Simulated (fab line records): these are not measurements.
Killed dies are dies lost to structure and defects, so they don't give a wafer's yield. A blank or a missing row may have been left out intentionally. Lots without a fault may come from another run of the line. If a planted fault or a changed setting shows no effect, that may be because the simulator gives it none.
2 desks, one fault ; flow nand_harc ; each desk has only its own numbers; what lay behind them comes last

## THE METROLOGY DESK
Lot by lot, what the gauges showed, no matter which tool ran the lot: averages of those sampled wafers that carry a number. Marked OUT: a lot whose mean sits more than 4 standard deviations from the usual mean, which makes it out of limits; the brackets give that distance.
Columns: A = cd_nm at NHARC_THIN_TSV_CD_MEAS_33, usual 5000 nm; B = cd_nm at NHARC_THIN_TSV_CD_MEAS_37, usual 5001 nm
lot;first seen here;A;B
L717;day 19 05:17;5004;5001
L720;day 19 16:54;5000;5001
L718;day 19 18:30;4998;4999
L721;day 19 19:48;5000;5001
L724;day 20 21:31;5002;5004
L729;day 21 18:33;4995;4996
L730;day 21 19:40;5002;5001
L731;day 22 20:55;5002;5002
L736;day 23 03:36;5002;5000
L734;day 23 11:25;5000;4997
L737;day 23 22:20;4995;4993
L739;day 23 22:41;4997;4998
L740;day 24 00:02;4996;4998
L738;day 24 12:30;5003;5003
This desk found nothing out of limits on any of the 14 lots.

## FOR THE TOOL OWNER'S DESK: acl_dep-01
The tool's own readings at NHARC_A_CONTACT_DEP_28 (deposits aC, target thk 3600 nm): means of the sampled wafers that have a number, for each lot that ran on this tool. Marked OUT: a lot whose mean sits more than 4 standard deviations from the usual mean, which makes it out of limits; the brackets give that distance.
Columns: A = throttle_valve_pct at NHARC_A_CONTACT_DEP_28, usual 34.999 %
lot;first seen here;A
L717;day 15 23:33;34.995
L718;day 16 10:07;34.993
L721;day 17 02:13;34.996
L724;day 17 21:46;35.002
L725;day 18 10:55;34.999
This desk found nothing out of limits on any of the 5 lots.

## PUT TOGETHER
From the metrology desk's view, nothing was out of limits.
The desk of the tool owner found nothing out of limits.

## WHAT HAD BEEN PUT IN BY THE SIMULATOR
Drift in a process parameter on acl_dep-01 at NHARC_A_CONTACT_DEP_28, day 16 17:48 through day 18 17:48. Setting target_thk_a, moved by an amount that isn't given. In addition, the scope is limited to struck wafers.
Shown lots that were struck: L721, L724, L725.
